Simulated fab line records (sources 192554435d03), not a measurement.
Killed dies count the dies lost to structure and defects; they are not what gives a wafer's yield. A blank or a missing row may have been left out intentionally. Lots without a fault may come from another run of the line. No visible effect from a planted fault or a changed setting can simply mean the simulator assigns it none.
Comparing a struck lot with a sound one	flow n5_finfet	16 out of 1938 route steps
Sound: these wafers, L203.2, L203.5, L203.6. Struck: wafer L196.1 (L196.2, L196.3, from the same lot, were not struck and are left out); the cause is given at the end.
Order at every step that has rows: each side's tool, ch and its chambers, its first start. Under that, the readings that differ: sound wafers	struck wafers	difference of the means	sigmas: that difference in standard deviations of wafers without a fault.
alike: words and numbers the same on both sides, and readings whose means are apart by under 2 such deviations; not compared: readings that were withheld, readings missing a value for some wafer, numbers with overlapping values and no deviation given by the record, and bounds like >300 which may hide the same value.
Wherever a step has rows on one side only, a row that says differs or no value, or a row with sigmas, the two part there. Numbers that have no deviation but don't overlap get no sigmas and don't part them. Lack of a reading on every wafer of one side parts them only where that side has two or more wafers.

N5_BEOL_M1_SPUTTER_92: material Cu, target thk 4.5 nm, time 8.29 s.
  sound on pvd_sputter-03, day 9 12:16; struck on pvd_sputter-02, day 7 15:21
  alike: throttle_valve_pct
N5_BEOL_M1_ANNEAL_93: time 240 s.
  sound on pvd_sputter-03, day 9 12:20; struck on pvd_sputter-02, day 7 15:26
  alike: heater_power_w
N5_BEOL_M1_SPUTTER_94: material Cu, target thk 4.5 nm, time 8.29 s.
  sound on pvd_sputter-03, day 9 12:29; struck on pvd_sputter-02, day 7 15:34
  alike: throttle_valve_pct
N5_BEOL_M1_ANNEAL_95: time 240 s.
  sound on pvd_sputter-03, day 9 12:34; struck on pvd_sputter-02, day 7 15:39
  alike: heater_power_w
then, 2 steps without rows for these wafers: N5_BEOL_M1_SPUTTER_96 (material Cu, target thk 4.5 nm, time 8.29 s); N5_BEOL_M1_ECD_50 (material Cu, target thk 300 nm).
N5_BEOL_M1_ANNEAL_51: time 90 s.
  sound on rtp_anneal-02 ch 0, day 9 12:56; struck on rtp_anneal-01 ch 0, day 7 15:59
  alike: wafer_temp_C_max
then, 1 step without rows for these wafers: N5_BEOL_M1_CMP_52 (polishes, stops on SiOC, t overpolish 6.8 s, target thk 40 nm).
N5_BEOL_M1_THK_MEAS_53: measures by xrf.
  sound on film_metro-02, day 9 13:29; struck on film_metro-01, day 7 16:44
  alike: M1_THK
then, 3 steps without rows for these wafers: N5_BEOL_M1_PRE_CLEAN_60 (time 15 s); N5_BEOL_M1_CO_CAP_55 (material Co, precursor CCTBA/H2, target thk 2 nm, time 102.1 s); N5_BEOL_M1_PRE_CLEAN_56 (time 15 s).
N5_BEOL_M1_DEP_57: deposits SiCN from 3MS/NH3, target thk 8 nm, time 14 s.
  sound on pecvd-02 ch 0,1,2, day 9 13:41; struck on pecvd-04 ch 1, day 7 16:57
reading	sound	struck	difference	sigmas
throttle_valve_pct (%)	8.8 8.3 8.6	9.8	+1.2	+3
model.SiCN_of_BEOL_M1_DEP_57.thk_nm (nm)	7.8 8 8	10.6	+2.7	
  alike: showerhead_plenum_p_Torr, showerhead_vpp_V
N5_BEOL_M1_RS_MEAS_58: measurement is done with a four-point probe.
  sound on film_metro-02, day 9 13:45; struck on film_metro-01, day 7 17:01
  alike: M1_RS
N5_BEOL_M4_RC_MEAS_101:
  sound on prober-01 ch 0, day 11 01:21; struck on prober-01 ch 0, day 9 03:22
reading	sound	struck	difference	sigmas
DIBL_N (mV/V)	36.5 35.0 34.6	39.4	+4.0	+3
IOFF_N (nA/um)	0.174 0.137 0.134	0.204	+0.056	+2
ION_N (uA/um)	668 668 664	702	+35	+4
ION_P (uA/um)	457 457 459	475	+17	+3
  alike: DIBL_P, IOFF_P, SS_N, SS_P, VT_N, VT_P
N5_PASSIVATION_PROBE_49:
  the record holds rows for the sound wafers here (prober-02, day 15 11:58) but none for the struck ones

WHERE THEY PART
At N5_BEOL_M1_DEP_57 first; at N5_PASSIVATION_PROBE_49 last (within this record only).

WHY: whatever the simulator had introduced
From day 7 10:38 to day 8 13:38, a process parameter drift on pecvd-04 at N5_BEOL_M1_DEP_57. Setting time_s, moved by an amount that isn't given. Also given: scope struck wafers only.
